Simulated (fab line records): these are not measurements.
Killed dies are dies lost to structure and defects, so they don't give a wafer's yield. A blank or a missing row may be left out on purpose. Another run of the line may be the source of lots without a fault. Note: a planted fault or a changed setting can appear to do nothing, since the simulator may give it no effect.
fab line records    flow nand_harc
record lots=6  wafers=18  last_day=24
route steps=1159 shown P_BONDPAD@365 A_START@389 A_ZERO_WELL@390 END@1159
lots with no fault: from the same line, run without faults
start_h: hours from the record's opening day to when the first of the lot's shown wafers began    wait_h: hours since the lot's step before    " repeats the value in the row above    L1.1+2: a single row standing in for several wafers    - no value present, or no start provided    * or withheld: withheld    < > ~ a bound
route shown NAME@n: names a module that has steps shown in the file, with the first one's number in the route    usual: average and standard deviation across the fault-free wafers    same: alike in all rows    chamber/n: place in a boat    sites: per-site readings    _std_site: the values' standard deviation    _edge_site: outer sites' mean less inner sites'    radius_mm: for every site, how far away it sits from the centre of the wafer    mask NAME#n: copy n    behind: the last tool/chamber to shape the wafer    hold: why the lot went on hold/how many hours it stayed there/how the hold came to an end    device: whichever transistor did not switch (one of n, p or np)    end of line: at the end of the route, the tests of the same wafers    a step given without rows: its recipe and nothing more    killed: dies that structure and defects cost at the first sort, which is not the same as the wafer's yield    map: shows each die of a wafer: x if killed, . if not, _ if none is there
set.NAME: setting as actually run; set.NAME@STEP: the setting as run at that earlier step    model.NAME: the simulator's own value behind a step, which no gauge read
lots seen at some steps along the route; tables by step, rows by wafer
services: a tool's chamber out of use, with start hour (start_h, from the record's first day; less than 0 if before it), hours out, and reason
## steps
# step NHARC_P_BONDPAD_OVL_MEAS_38
# usual overlay_x_nm=0/6.8  overlay_y_nm=0/5.4
lot.wafer  tool        chamber  start_h  wait_h  overlay_x_nm  overlay_y_nm
L935.2     overlay-01  -        146.65   -       -2            12
L935.4     "           -        "        "       -2            12
L935.5     "           -        "        "       -2            12
L937.1     overlay-02  -        161.56   -       -5            2
L937.3     "           -        "        "       -5            2
L937.5     "           -        "        "       -5            2
L947.1     overlay-01  -        223.23   -       0             -5
L947.3     "           -        "        "       -1            -6
L947.6     "           -        "        "       0             -6
L953.1     overlay-01  -        254.28   -       2             2
L953.4     "           -        "        "       0             2
L953.6     "           -        "        "       1             2
L955.2     overlay-01  -        259.20   -       -2            2
L955.3     "           -        "        "       -1            2
L955.5     "           -        "        "       -2            2
L954.3     overlay-01  -        260.01   -       2             -2
L954.5     "           -        "        "       1             -2
L954.6     "           -        "        "       2             -2
# step NHARC_P_BONDPAD_HARDBAKE_10
# recipe temp_c=118  time_s=65
# step NHARC_P_BONDPAD_DESCUM_11
# recipe time_s=3  o2_flow_sccm=200  ar_flow_sccm=0  bias_power_w=0  chemistry=O2
# step NHARC_P_BONDPAD_ETCH_37
# recipe target_depth_a=600  overetch_a=180  time_s=65.91  ion_energy_ev=200  n2_flow_sccm=150  h2_flow_sccm=150  ar_flow_sccm=0  rf_w=400  bias_w=150  chemistry=N2/H2
# usual chamber_pressure_mTorr=29.997/0.026  drypump_motor_current_A=5.6/0.52  mfc_ar_sccm=0.009/0.01  oes_product_au=0.999/0.0067  rf_vpp_V=432.7/2.7  showerhead_plenum_p_Torr=2.12/0.093  throttle_valve_pct=14.170/0.0097
lot.wafer  tool         chamber  start_h  wait_h  chamber_pressure_mTorr  drypump_motor_current_A  mfc_ar_sccm  oes_product_au  rf_hours_counter_h  rf_vpp_V  showerhead_plenum_p_Torr  throttle_valve_pct
L935.4     rie_diel-07  1        146.87   0.1     29.981                  4.8                      0.024        1.007           29                  433.0     2.09                      14.170
L935.2     "            2        "        "       29.994                  5.1                      0            1.004           31                  431.3     2.08                      14.200
L935.5     "            3        "        "       29.991                  5.8                      0.018        0.996           -                   426.9     1.93                      14.167
L937.3     rie_diel-13  2        161.77   0.1     29.986                  6.5                      0.012        1.008           5                   433.5     2.17                      14.173
L937.1     "            0        "        "       29.982                  5.4                      0.024        0.990           6                   433.4     2.18                      14.191
L937.5     "            2        "        "       29.990                  6.6                      0.012        0.996           -                   433.1     2.17                      14.150
L947.3     rie_diel-13  2        223.47   0.1     29.997                  6.5                      0.012        0.994           12                  433.2     2.17                      14.177
L947.1     "            0        "        "       30.001                  5.4                      0.024        0.995           12                  433.9     2.18                      14.166
L947.6     "            2        "        "       30.011                  6.5                      0.012        0.987           -                   434.8     2.17                      14.186
L953.1     rie_diel-13  3        254.51   0.1     29.999                  5.1                      0            1.014           12                  429.2     1.98                      14.168
L953.6     "            3        "        "       29.981                  5.1                      0            0.999           -                   427.9     1.98                      14.147
L953.4     "            1        "        "       30.002                  5.5                      0            1.014           -                   434.8     2.18                      14.172
L955.3     rie_diel-02  0        259.58   0.2     29.935                  5.7                      0.021        0.995           35                  434.6     2.20                      14.163
L955.2     "            1        "        "       30.015                  5.3                      0.015        0.983           36                  432.4     2.10                      14.170
L955.5     "            1        "        "       30.021                  5.3                      0.015        1.000           -                   433.0     2.10                      14.177
L954.3     rie_diel-13  0        260.23   0.1     30.007                  5.4                      0.024        0.996           15                  435.3     2.18                      14.173
L954.5     "            3        "        "       30.026                  5.1                      0            1.004           -                   427.4     1.98                      14.169
L954.6     "            0        "        "       29.974                  5.5                      0.024        0.987           -                   435.2     2.18                      14.162
# step NHARC_P_BONDPAD_ETCH_12
# recipe target_depth_a=2000  time_s=100  chf3_flow_sccm=50  o2_flow_sccm=10  ar_flow_sccm=200  rf_w=500  bias_w=200  chemistry=CHF3/O2
# step NHARC_P_BONDPAD_CD_MEAS_13
# usual cd_nm=498.9/1.4
lot.wafer  tool       chamber  start_h  wait_h  cd_nm
L935.2     cd_sem-01  -        147.09   -       499.6
L935.4     "          -        "        "       497.7
L935.5     "          -        "        "       499.5
L937.1     cd_sem-03  -        162.00   -       498.7
L937.3     "          -        "        "       498.9
L937.5     "          -        "        "       498.5
L947.1     cd_sem-02  -        223.74   -       498.8
L947.3     "          -        "        "       500.5
L947.6     "          -        "        "       500.7
L953.1     cd_sem-02  -        254.77   -       497.7
L953.4     "          -        "        "       496.9
L953.6     "          -        "        "       499.7
L955.2     cd_sem-02  -        259.83   -       500.7
L955.3     "          -        "        "       499.6
L955.5     "          -        "        "       499.8
L954.3     cd_sem-02  -        260.46   -       498.9
L954.5     "          -        "        "       499.0
L954.6     "          -        "        "       498.7
# step NHARC_P_BONDPAD_STRIP_15
# recipe o2_flow_sccm=500  ar_flow_sccm=0  bias_w=0  chemistry=O2
# step NHARC_P_BONDPAD_ETCH_24
# recipe target_depth_a=300  over_etch_frac=0.3  time_s=72.99  ion_energy_ev=150  cf4_flow_sccm=50  n2_flow_sccm=100  ar_flow_sccm=150  rf_w=300  bias_w=100  chemistry=CF4/N2
# step NHARC_P_BONDPAD_STRIP_16
# recipe time_s=600  temp_c=30  chemistry=post_etch_residue_remover
# step NHARC_P_BONDPAD_DEGAS_25
# recipe temp_c=300  time_s=60
# usual heater_power_w=467/57
lot.wafer  tool            chamber  start_h  wait_h  heater_power_w
L935.2     pvd_sputter-03  -        147.71   -       436
L935.4     "               -        "        "       416
L935.5     "               -        "        "       431
L937.1     pvd_sputter-03  -        162.63   -       565
L937.3     "               -        "        "       435
L937.5     "               -        "        "       437
L947.1     pvd_sputter-03  -        224.42   -       426
L947.3     "               -        "        "       439
L947.6     "               -        "        "       402
L953.1     pvd_sputter-02  -        255.70   -       382
L953.4     "               -        "        "       506
L953.6     "               -        "        "       376
L955.2     pvd_sputter-03  -        260.50   -       566
L955.3     "               -        "        "       423
L955.5     "               -        "        "       435
L954.3     pvd_sputter-03  -        261.10   -       429
L954.5     "               -        "        "       426
L954.6     "               -        "        "       589
# step NHARC_P_BONDPAD_PRE_CLEAN_26
# recipe time_s=30  temp_c=280  gas=H2/He
# step NHARC_P_BONDPAD_PVD_17
# recipe target_thk_a=50  bias_v=168.6  power_w=15000  chamber_pressure_pa=0.12  time_s=8.06  substrate_temp_c=50  material=TaN
# usual bias_v=168.8/1.6  throttle_valve_pct=30.6/1.3
lot.wafer  tool            chamber  start_h  wait_h  bias_v  throttle_valve_pct
L935.4     pvd_sputter-03  -        -        -       167.9   31.6
L935.2     "               -        "        "       170.5   30.3
L935.5     "               -        "        "       170.6   31.4
L937.1     pvd_sputter-03  -        -        -       166.5   30.4
L937.3     "               -        "        "       168.5   30.8
L937.5     "               -        "        "       171.4   32.4
L947.3     pvd_sputter-03  -        -        -       169.6   30.5
L947.1     "               -        "        "       167.3   32.7
L947.6     "               -        "        "       171.9   30.9
L953.4     pvd_sputter-02  -        -        -       167.9   28.1
L953.1     "               -        "        "       168.7   30.6
L953.6     "               -        "        "       170.2   30.7
L955.3     pvd_sputter-03  -        -        -       166.1   30.0
L955.2     "               -        "        "       171.7   30.9
L955.5     "               -        "        "       166.4   30.4
L954.3     pvd_sputter-03  -        -        -       169.5   32.6
L954.6     "               -        "        "       164.8   31.3
L954.5     "               -        "        "       169.1   32.8
# step NHARC_P_BONDPAD_PVD_27
# recipe target_thk_a=300  chamber_pressure_pa=5  power_w=5000  substrate_temp_c=30  time_s=20.49  material=Cu
# usual throttle_valve_pct=30.6/1.2
lot.wafer  tool            chamber  start_h  wait_h  throttle_valve_pct
L935.4     pvd_sputter-03  -        147.94   -       31.4
L935.2     "               -        "        "       30.5
L935.5     "               -        "        "       30.9
L937.3     pvd_sputter-03  -        162.86   -       30.7
L937.1     "               -        "        "       31.7
L937.5     "               -        "        "       31.0
L947.1     pvd_sputter-03  -        224.63   -       32.4
L947.3     "               -        "        "       31.4
L947.6     "               -        "        "       32.5
L953.1     pvd_sputter-02  -        256.05   -       30.3
L953.4     "               -        "        "       30.4
L953.6     "               -        "        "       30.4
L955.2     pvd_sputter-03  -        260.74   -       31.7
L955.3     "               -        "        "       32.5
L955.5     "               -        "        "       30.3
L954.3     pvd_sputter-03  -        261.33   -       32.7
L954.6     "               -        "        "       30.2
L954.5     "               -        "        "       30.9
# step NHARC_P_BONDPAD_ECD_18
# recipe target_thk_a=4000  bath_temp_c=25  material=Cu
# step NHARC_P_BONDPAD_ANNEAL_28
# recipe temp_c=225  time_s=90
# step NHARC_P_BONDPAD_CMP_19
# recipe t_overpolish_s=30  cu_recess_touch_s=16  target_thk_nm=160.81
# usual motor_current_A=12.5/1.1  overpolish_run_s=30.000/0.0084
lot.wafer  tool    chamber  start_h  wait_h  motor_current_A  overpolish_run_s
L935.2     cmp-04  1        148.79   -       14.5             30.004
L935.4     "       3        "        "       11.6             29.997
L935.5     "       1        "        "       14.3             29.995
L937.3     cmp-02  1        163.76   -       12.7             29.999
L937.1     "       2        "        "       11.6             29.989
L937.5     "       1        "        "       12.8             29.993
L947.3     cmp-04  1        225.81   -       14.2             30.008
L947.1     "       2        "        "       13.5             29.991
L947.6     "       1        "        "       14.6             30.008
L953.1     cmp-04  0        256.96   -       11.8             30.006
L953.4     "       1        "        "       14.7             29.990
L953.6     "       2        "        "       13.0             30.003
L955.2     cmp-03  2        261.58   -       9.8              29.997
L955.3     "       1        "        "       12.7             30.009
L955.5     "       2        "        "       10.7             30.019
L954.3     cmp-04  1        262.24   -       14.4             29.996
L954.6     "       2        "        "       12.9             29.998
L954.5     "       3        "        "       11.7             29.999
# step NHARC_P_BONDPAD_SRD_21
# recipe time_s=30  temp_c=23  dry_time_s=20  spin_rpm=1500
# step NHARC_P_BONDPAD_INSPECT_23
# usual raw_defect_count=424/160
lot.wafer  tool               chamber  start_h  wait_h  raw_defect_count
L935.2     defect_inspect-01  -        149.32   0.0     680
L935.4     "                  -        "        "       387
L935.5     "                  -        "        "       558
L937.1     defect_inspect-01  -        164.29   0.0     685
L937.3     "                  -        "        "       457
L937.5     "                  -        "        "       717
L947.1     defect_inspect-01  -        226.33   0.0     498
L947.3     "                  -        "        "       286
L947.6     "                  -        "        "       259
L953.1     defect_inspect-02  -        257.45   0.0     225
L953.4     "                  -        "        "       176
L953.6     "                  -        "        "       298
L955.2     defect_inspect-02  -        262.11   0.0     140
L955.3     "                  -        "        "       236
L955.5     "                  -        "        "       288
L954.3     defect_inspect-01  -        262.68   0.0     193
L954.5     "                  -        "        "       215
L954.6     "                  -        "        "       321
# step NHARC_P_BONDPAD_ACTIVATE_29
# recipe time_s=60  n2_flow_sccm=200  ar_flow_sccm=0  bias_power_w=0  chemistry=N2
# step NHARC_P_BONDPAD_PRECLEAN_30
# recipe time_s=300  temp_c=23  chemistry=DIW
# step NHARC_P_BONDPAD_SRD_31
# recipe time_s=30  temp_c=23  dry_time_s=20  spin_rpm=1500
# step NHARC_A_START_INSPECT_01
# usual raw_defect_count=3.5/1.8
lot.wafer  tool               chamber  start_h  wait_h  raw_defect_count
L935.2     defect_inspect-02  -        149.78   -       4
L935.4     "                  -        "        "       1
L937.3     defect_inspect-01  -        164.77   -       3
L947.1     defect_inspect-02  -        226.82   -       2
L947.3     "                  -        "        "       5
L947.6     "                  -        "        "       8
L953.1     defect_inspect-01  -        258.05   -       3
L953.4     "                  -        "        "       2
L953.6     "                  -        "        "       1
L955.2     defect_inspect-02  -        262.57   -       3
L955.3     "                  -        "        "       4
L955.5     "                  -        "        "       2
L954.3     defect_inspect-02  -        263.16   -       5
L954.5     "                  -        "        "       4
L954.6     "                  -        "        "       5
# step NHARC_A_ZERO_WELL_PRECLEAN_00
# recipe time_s=600  temp_c=120  chemistry=SPM
# step NHARC_A_ZERO_WELL_SRD_01
# step NHARC_A_ZERO_WELL_DEHYDRATE_02
# recipe temp_c=150  time_s=120
# step NHARC_A_ZERO_WELL_HMDS_03
# recipe time_s=30
# step NHARC_A_ZERO_WELL_COAT_18
# recipe temp_c=200  time_s=65
# step NHARC_A_ZERO_WELL_COAT_04
# recipe spin_rpm=2000  resist_thk_nm=600
# step NHARC_A_ZERO_WELL_SOFTBAKE_05
# recipe temp_c=125  time_s=70
# step NHARC_A_ZERO_WELL_EBR_06
# step NHARC_A_ZERO_WELL_EXPOSE_07
# recipe na=0.55  dose_mj=33.85  mask_id=A_ZERO
# step NHARC_A_ZERO_WELL_PEB_08
# recipe peb_temp_c=128  peb_time_s=80
# step NHARC_A_ZERO_WELL_DEVELOP_09
# recipe time_s=50  dev_temp_c=22
# step NHARC_A_ZERO_WELL_CD_MEAS_10
# recipe target_cd_nm=2000  landing_energy_ev=500
# usual cd_nm=1999.6/1.5
lot.wafer  tool       chamber  start_h  wait_h  cd_nm
L935.2     cd_sem-03  0        150.63   -       1996.9
L935.4     "          0        "        "       1999.3
L937.3     cd_sem-02  0        165.63   -       2000.3
L947.1     cd_sem-01  0        227.66   -       2000.8
L947.3     "          0        "        "       1999.5
L947.6     "          0        "        "       1999.1
L953.1     cd_sem-03  0        258.90   -       1999.2
L953.4     "          0        "        "       2000.2
L953.6     "          0        "        "       2000.2
L955.2     cd_sem-03  0        263.41   -       1998.4
L955.3     "          0        "        "       2000.2
L955.5     "          0        "        "       2000.2
L954.3     cd_sem-02  0        264.00   -       1997.3
L954.5     "          0        "        "       1997.0
L954.6     "          0        "        "       1996.5
# step NHARC_A_ZERO_WELL_HARDBAKE_11
# recipe temp_c=118  time_s=65
# step NHARC_A_ZERO_WELL_DESCUM_12
# recipe time_s=3  o2_flow_sccm=200  ar_flow_sccm=0  bias_power_w=0  chemistry=O2
# usual chamber_pressure_mTorr=60.00/0.056  drypump_motor_current_A=5.8/0.57  mfc_ar_sccm=0.009/0.01  oes_product_au=1.003/0.0082  rf_vpp_V=58.0/0.88  showerhead_plenum_p_Torr=1.93/0.068  throttle_valve_pct=11.310/0.0086
lot.wafer  tool         chamber  start_h  wait_h  chamber_pressure_mTorr  drypump_motor_current_A  mfc_ar_sccm  oes_product_au  rf_hours_counter_h  rf_vpp_V  showerhead_plenum_p_Torr  throttle_valve_pct
L935.2     rie_diel-10  1        150.78   -       60.00                   5.7                      0.002        0.994           8                   58.4      1.94                      11.302
L935.4     "            3        "        "       59.95                   5.6                      0            1.010           8                   57.8      2.02                      11.316
L937.3     rie_diel-11  2        165.79   -       59.97                   5.2                      0            1.004           18                  57.1      1.85                      11.315
L947.1     rie_diel-10  3        227.82   -       59.88                   5.7                      0            1.009           3                   59.3      2.02                      11.310
L947.3     "            2        "        "       59.90                   5.1                      0.025        0.993           3                   59.0      1.99                      11.293
L947.6     "            3        "        "       59.98                   5.7                      0            1.008           -                   58.1      2.02                      11.300
L953.4     rie_diel-05  0        259.07   -       60.07                   4.9                      0            0.999           6                   57.4      1.82                      11.301
L953.1     "            1        "        "       60.00                   5.1                      0.028        1.003           7                   57.6      1.80                      11.311
L953.6     "            3        "        "       59.92                   6.1                      0.019        1.007           -                   57.6      1.92                      11.298
L955.2     rie_diel-05  1        263.57   -       60.01                   5.1                      0.028        1.006           7                   56.3      1.80                      11.302
L955.3     "            0        "        "       59.96                   4.9                      0            1.001           6                   57.3      1.82                      11.303
L955.5     "            1        "        "       60.03                   5.1                      0.028        1.012           -                   57.9      1.80                      11.303
L954.3     rie_diel-10  1        264.18   -       60.01                   5.7                      0.002        1.003           6                   58.5      1.94                      11.303
L954.5     "            2        "        "       59.98                   5.2                      0.025        0.981           -                   57.2      1.99                      11.296
L954.6     "            3        "        "       59.99                   5.7                      0            1.012           -                   56.9      2.02                      11.314
# step NHARC_A_ZERO_WELL_ETCH_19
# recipe target_depth_a=800  overetch_a=240  time_s=87.88  ion_energy_ev=200  n2_flow_sccm=150  h2_flow_sccm=150  ar_flow_sccm=0  rf_w=400  bias_w=150  chemistry=N2/H2
# step NHARC_A_ZERO_WELL_ETCH_13
# recipe target_depth_a=1200  time_s=40.1  hbr_flow_sccm=150  cl2_flow_sccm=50  rf_w=400  icp_w=400  bias_w=100  chemistry=HBr/Cl2
# step NHARC_A_ZERO_WELL_STRIP_14
# recipe time_s=900  temp_c=130  chemistry=SPM
# step NHARC_END_SORT_01
# recipe temp_c=25
# usual defect_limited_yield=95.7/1.5  killed_at_array=26/9.9  killed_at_other=0.8/1  killed_at_periphery=2.8/2.2  killed_dies=29/9.9  killed_open=3.2/1.8  killed_short=2.1/1.4  sort_bin_2_pct=1.3/0.54  sort_bin_3_pct=0.23/0.2  sort_bin_4_pct=2.8/1  sort_n_pass=648/9.9  sort_rim_yield_pct=95/3.5  sort_yield_pct=95.7/1.5
# same gross_dies=677  sort_bin_5_pct[%]=0  sort_bin_6_pct[%]=0  sort_bin_7_pct[%]=0  sort_bin_8_pct[%]=0  sort_rim_n_gross=106.00
lot.wafer  tool       chamber  start_h  wait_h  defect_limited_yield[%]  killed_at_array  killed_at_other  killed_at_periphery  killed_dies  killed_open  killed_short  sort_bin_2_pct[%]  sort_bin_3_pct[%]  sort_bin_4_pct[%]  sort_n_pass  sort_rim_yield_pct[%]  sort_yield_pct[%]
L935.2     prober-01  0        452.52   2.8     97.3                     16               1                1                    18           7            3             0.4                0.15               2.1                659          96                     97.3
L935.4     prober-01  0        454.15   3.4     97.6                     14               1                1                    16           3            4             0.3                0                  2.1                661          97                     97.6
L935.5     prober-01  0        454.97   3.8     0                        12               0                665                  677          3            1             98.2               0                  1.8                0            0                      0
L937.1     prober-02  0        488.70   2.5     0                        12               1                664                  677          3            3             98.2               0                  1.8                0            0                      0
L937.3     prober-02  0        490.30   3.1     97.2                     16               0                3                    19           2            1             1.3                0                  1.5                658          98                     97.2
L937.5     prober-02  0        491.90   3.7     0                        13               1                663                  677          4            3             98.2               0                  1.8                0            0                      0
L947.1     prober-02  0        525.24   2.5     95.0                     26               0                8                    34           5            0             2.1                0.30               2.7                643          91                     95.0
L947.3     prober-02  0        526.82   3.1     96.2                     24               0                2                    26           2            2             1.6                0.30               1.9                651          92                     96.2
L947.6     prober-02  0        529.19   4.0     95.0                     30               0                4                    34           1            3             1.5                0.59               3.0                643          98                     95.0
# killed by level:class
L935.2 A_CONTACT:geometric_particle:open=2 A_CHANNEL_HOLE_D1:chamber_film_flake=2 A_CHANNEL_FILL_D1:chamber_film_flake=2 P_CONTACT:geometric_particle:open=1 A_CHANNEL_FILL_D1:geometric_particle:open=1 A_CHANNEL_FILL_D1:geometric_particle:short=1 A_SGD_CUT:geometric_particle:open=1 A_WL_FILL:geometric_particle:short=1
L935.4 A_CONTACT:chamber_film_flake=4 A_CHANNEL_FILL_D1:geometric_particle:short=2 A_WL_FILL:chamber_film_flake=2 A_SOURCE_PLATE:geometric_particle:short=1 A_CHANNEL_FILL_D1:geometric_particle:open=1 A_STAIRCASE:geometric_particle:open=1 A_M1:geometric_particle:open=1 STARTING-WAFER:geometric_particle:short=1
L935.5 P_BONDPAD:area_pvd=660 P_GATE:chamber_film_flake=3 A_CONTACT:chamber_film_flake=3 A_SLIT:chamber_film_flake=2 A_WL_FILL:chamber_film_flake=2 P_GATE:geometric_particle:open=1 P_M2:geometric_particle:open=1 A_SOURCE_PLATE:geometric_particle:open=1
L937.1 P_BONDPAD:area_pvd=660 P_ZERO_WELL:chamber_film_flake=4 A_CONTACT:geometric_particle:short=2 A_BLC:geometric_particle:open=2 A_CHANNEL_HOLE_D1:chamber_film_flake=2 A_STAIRCASE:chamber_film_flake=2 A_WL_FILL:geometric_particle:short=1 A_CONTACT:geometric_particle:open=1
L937.3 A_CHANNEL_HOLE_D1:chamber_film_flake=4 P_ZERO_WELL:chamber_film_flake=3 A_STAIRCASE:chamber_film_flake=3 A_M1:chamber_film_flake=2 A_CHANNEL_HOLE_D1:geometric_particle:open=1 A_CONTACT:geometric_particle:open=1 A_CONTACT:geometric_particle:short=1 A_ZERO_WELL:chamber_film_flake=1
L937.5 P_BONDPAD:area_pvd=660 A_CHANNEL_HOLE_D1:chamber_film_flake=3 A_ZERO_WELL:chamber_film_flake=2 A_WL_FILL:chamber_film_flake=2 P_STI:geometric_particle:short=1 P_GATE:geometric_particle:open=1 A_ONON_D1:geometric_particle:short=1 A_CHANNEL_HOLE_D1:geometric_particle:short=1
L947.1 A_SLIT:chamber_film_flake=13 A_CONTACT:chamber_film_flake=5 P_CONTACT:chamber_film_flake=4 A_CHANNEL_HOLE_D1:chamber_film_flake=4 P_M0:geometric_particle:open=1 P_M1:geometric_particle:open=1 A_ONON_D1:geometric_particle:open=1 A_STAIRCASE:geometric_particle:open=1
L947.3 A_SLIT:chamber_film_flake=8 A_CHANNEL_HOLE_D1:chamber_film_flake=4 A_STAIRCASE:chamber_film_flake=3 A_WL_FILL:chamber_film_flake=3 A_CONTACT:chamber_film_flake=3 P_M1:geometric_particle:short=1 A_ONON_D1:geometric_particle:short=1 A_CONTACT:geometric_particle:open=1
L947.6 A_SLIT:chamber_film_flake=18 A_CHANNEL_HOLE_D1:chamber_film_flake=5 A_CONTACT:chamber_film_flake=4 P_CONTACT:geometric_particle:short=2 A_WL_FILL:chamber_film_flake=2 P_CONTACT:geometric_particle:open=1 A_CONTACT:geometric_particle:short=1 P_CONTACT:chamber_film_flake=1
# map L935.5 (x killed, . not)
____________x____________
_________xxxxxxx_________
_______xxxxxxxxxxx_______
______xxxxxxxxxxxxx______
_____xxxxxxxxxxxxxxx_____
____xxxxxxxxxxxxxxxxx____
____xxxxxxxxxxxxxxxxx____
___xxxxxxxxxxxxxxxxxxx___
___xxxxxxxxxxxxxxxxxxx___
__xxxxxxxxxxxxxxxxxxxxx__
__xxxxxxxxxxxxxxxxxxxxx__
_xxxxxxxxxxxxxxxxxxxxxxx_
_xxxxxxxxxxxxxxxxxxxxxxx_
_xxxxxxxxxxxxxxxxxxxxxxx_
_xxxxxxxxxxxxxxxxxxxxxxx_
_xxxxxxxxxxxxxxxxxxxxxxx_
xxxxxxxxxxxxxxxxxxxxxxxxx
xxxxxxxxxxxxxxxxxxxxxxxxx
xxxxxxxxxxxxxxxxxxxxxxxxx
xxxxxxxxxxxxxxxxxxxxxxxxx
xxxxxxxxxxxxxxxxxxxxxxxxx
_xxxxxxxxxxxxxxxxxxxxxxx_
_xxxxxxxxxxxxxxxxxxxxxxx_
_xxxxxxxxxxxxxxxxxxxxxxx_
_xxxxxxxxxxxxxxxxxxxxxxx_
_xxxxxxxxxxxxxxxxxxxxxxx_
__xxxxxxxxxxxxxxxxxxxxx__
__xxxxxxxxxxxxxxxxxxxxx__
___xxxxxxxxxxxxxxxxxxx___
___xxxxxxxxxxxxxxxxxxx___
____xxxxxxxxxxxxxxxxx____
____xxxxxxxxxxxxxxxxx____
_____xxxxxxxxxxxxxxx_____
______xxxxxxxxxxxxx______
_______xxxxxxxxxxx_______
_________xxxxxxx_________
____________x____________
# map L937.1 (x killed, . not)
____________x____________
_________xxxxxxx_________
_______xxxxxxxxxxx_______
______xxxxxxxxxxxxx______
_____xxxxxxxxxxxxxxx_____
____xxxxxxxxxxxxxxxxx____
____xxxxxxxxxxxxxxxxx____
___xxxxxxxxxxxxxxxxxxx___
___xxxxxxxxxxxxxxxxxxx___
__xxxxxxxxxxxxxxxxxxxxx__
__xxxxxxxxxxxxxxxxxxxxx__
_xxxxxxxxxxxxxxxxxxxxxxx_
_xxxxxxxxxxxxxxxxxxxxxxx_
_xxxxxxxxxxxxxxxxxxxxxxx_
_xxxxxxxxxxxxxxxxxxxxxxx_
_xxxxxxxxxxxxxxxxxxxxxxx_
xxxxxxxxxxxxxxxxxxxxxxxxx
xxxxxxxxxxxxxxxxxxxxxxxxx
xxxxxxxxxxxxxxxxxxxxxxxxx
xxxxxxxxxxxxxxxxxxxxxxxxx
xxxxxxxxxxxxxxxxxxxxxxxxx
_xxxxxxxxxxxxxxxxxxxxxxx_
_xxxxxxxxxxxxxxxxxxxxxxx_
_xxxxxxxxxxxxxxxxxxxxxxx_
_xxxxxxxxxxxxxxxxxxxxxxx_
_xxxxxxxxxxxxxxxxxxxxxxx_
__xxxxxxxxxxxxxxxxxxxxx__
__xxxxxxxxxxxxxxxxxxxxx__
___xxxxxxxxxxxxxxxxxxx___
___xxxxxxxxxxxxxxxxxxx___
____xxxxxxxxxxxxxxxxx____
____xxxxxxxxxxxxxxxxx____
_____xxxxxxxxxxxxxxx_____
______xxxxxxxxxxxxx______
_______xxxxxxxxxxx_______
_________xxxxxxx_________
____________x____________
## services
tool            chamber  start_h  hours  kind
cmp-02          -        128.59   4.0    pm
rie_diel-02     3        129.04   3.0    repair
rie_diel-13     2        141.59   7.2    repair
cmp-02          -        143.40   5.5    repair
rie_diel-02     -        150.74   9.0    pm
cmp-03          -        156.00   4.0    pm
pvd_sputter-02  -        156.62   3.6    repair
rie_diel-05     -        163.60   9.0    pm
rie_diel-10     -        176.50   9.0    pm
rie_diel-05     -        192.38   0.9    repair
cmp-04          -        203.18   4.0    pm
cmp-03          -        208.79   2.6    repair
rie_diel-05     3        212.10   15.4   repair
pvd_sputter-02  -        214.00   10.0   pm
rie_diel-13     3        215.88   16.3   repair
rie_diel-05     0        218.55   2.4    repair
cmp-02          -        226.59   4.0    pm
rie_diel-07     -        228.33   9.0    pm
rie_diel-13     3        240.86   2.9    repair
rie_diel-10     2        248.77   1.7    repair
cmp-02          -        251.05   7.4    repair
rie_diel-10     0        251.81   1.4    repair
rie_diel-02     2        253.28   25.0   repair
rie_diel-13     0        253.61   6.2    repair
## key
first_sign step=NHARC_END_SORT_01  reading=killed_at_periphery  direction=up  sigmas=99+  usual=2.8  struck=664
effect step=NHARC_END_SORT_01  reading=sort_bin_2_pct  direction=up  sigmas=99+  usual=1.3  struck=98.2
more_kills_born_at NHARC_P_BONDPAD_PVD_27@pvd_sputter-03=1980
met_at NHARC_P_BONDPAD_PVD_27
struck_wafers L935.5,L937.1,L937.5
later_rows_left_out L935.5,L937.1,L937.5
fault kind=process_parameter_drift  tool=pvd_sputter-03  chamber=-  onset_h=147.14  steps=NHARC_P_BONDPAD_PVD_27  channel=target_thk_a  offset=*  shape=step  end_h=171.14  scope=struck_wafers_only  acts_in=*  stated=*
# later_rows_left_out: the simulator's readings of these wafers behind a module that went badly wrong aren't trusted and aren't shown, but for the sort
